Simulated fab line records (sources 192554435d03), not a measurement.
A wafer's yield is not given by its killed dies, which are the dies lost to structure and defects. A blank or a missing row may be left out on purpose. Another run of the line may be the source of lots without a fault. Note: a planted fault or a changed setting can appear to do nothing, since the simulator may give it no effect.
Struck lot and sound lot, side by side -- flow n5_finfet -- 23 out of 1938 route steps
Sound: the wafers L801.1, L801.3, L801.4. The struck wafers were L811.3, L811.5, L811.6. At the end, the cause is stated.
For every step that has rows: the tool of each side, followed by ch and its chambers, followed by its first start. Under that, the readings that differ: sound wafers -- struck wafers -- difference of the means -- sigmas: that difference in standard deviations of wafers without a fault.
alike: same words and numbers on both sides, and readings whose means sit less than 2 such deviations apart. not compared: any withheld reading, any reading some wafer has no value for, any bound like >300 that may hide the same value, and any number with overlapping values for which the record gives no deviation.
A row with sigmas, a row that says differs or no value, or rows on one side alone: a step with any of these is where the two part. Numbers that don't overlap but have no deviation are shown without sigmas and don't part them. A reading missing from all wafers of one side parts the sides only when that side holds two or more wafers.

first, 8 steps without rows for these wafers: N5_BEOL_M6_ANNEAL_51 (time 90 s); N5_BEOL_M6_CMP_52 (polishes, stops on SiCOH lowk, t overpolish 6.9 s, target thk 80 nm); N5_BEOL_M6_PRE_CLEAN_55 (time 15 s); N5_BEOL_M6_DEP_56 (deposits SiCN from 3MS/NH3, target thk 10 nm, time 17.5 s); N5_BEOL_M7_ILD_DEP_00 (deposits SiCOH lowk from DEMS/porogen, target thk 179.75 nm, time 33.4 s); N5_BEOL_M7_CURE_74 (cures SiCOH lowk, time 240 s); N5_BEOL_M7_PECVD_70 (deposits SiO2 from TEOS/O2, target thk 20 nm, time 22.7 s); N5_BEOL_M7_HM_DEP_02 (deposits TiN, target thk 20 nm).
N5_BEOL_M7_COAT_59: time 60 s, resist thk 100 nm.
  sound on litho_track-04 ch 0, day 10 17:06; struck on litho_track-04 ch 0, day 13 01:57
reading,sound,struck,difference,sigmas
spin_speed_rpm (rpm),1498.6 1499.4 1499.6,1601.4 1599.9 1601.2,+101.6,+99 or more
model.SOC_of_BEOL_M7_COAT_59.thk_nm (nm),100.2 100.2 100.2,96.6 96.6 96.8,-3.5,
then, 9 steps without rows for these wafers: N5_BEOL_M7_COAT_60 (time 60 s, resist thk 35 nm); N5_BEOL_M7_COAT_05 (resist thk 90 nm); N5_BEOL_M7_EBR_07; N5_BEOL_M7_SOFTBAKE_06 (time 60 s); N5_BEOL_M7_EXPOSE_08 (exposes mask M7); N5_BEOL_M7_PEB_09 (peb time 60 s); N5_BEOL_M7_DEVELOP_10 (develop time 30 s); N5_BEOL_M7_DESCUM_16 (chemistry O2, time 7.9 s); N5_BEOL_M7_ETCH_61 (etches SiARC in CF4, target depth 45.5 nm, time 75.8 s).
N5_BEOL_M7_ETCH_62: etches SOC in N2/H2, target depth 110 nm, overetch 22 nm, time 165 s.
  sound on rie_diel-02 ch 0,2,3, day 10 17:31; struck on rie_diel-03 ch 1,2,3, day 13 02:30
reading,sound,struck,difference,sigmas
model.etch.depth_nm (nm),100.2 100.2 100.2,96.64 96.6 96.8,-3.52,
  alike: drypump_motor_current_A, oes_product_au, rf_vpp_V, showerhead_plenum_p_Torr, throttle_valve_pct
  not compared: rf_hours_counter_h
then, 2 steps without rows for these wafers: N5_BEOL_M7_STRIP_68 (strips in N2/H2); N5_BEOL_M7_STRIP_67 (strips in CF4).
N5_BEOL_M7_HM_OPEN_17: chemistry Cl2/BCl3, target TiN, target depth 20 nm, overetch 6 nm.
  sound on rie_metal-01 ch 0,1, day 10 17:43; struck on rie_metal-02 ch 0,1, day 13 02:43
reading,sound,struck,difference,sigmas
model.SOC_of_BEOL_M7_COAT_59.thk_nm (nm),92 92.2 92.2,88.8 88.6 88.8,-3.4,
  alike: drypump_motor_current_A, oes_ar_750_au, oes_product_au, throttle_valve_pct
  not compared: rf_hours_counter_h
then, 1 step without rows for these wafers: N5_BEOL_M7_STRIP_19 (strips in O2).

== WHERE THEY PART ==
Only at N5_BEOL_M7_COAT_59, as far as this record shows. Later steps at which nothing parts them and some readings are alike: N5_BEOL_M7_ETCH_62, N5_BEOL_M7_HM_OPEN_17.

WHY: what had been put in by the simulator
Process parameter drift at N5_BEOL_M7_COAT_59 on litho_track-04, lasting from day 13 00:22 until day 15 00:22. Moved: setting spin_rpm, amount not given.
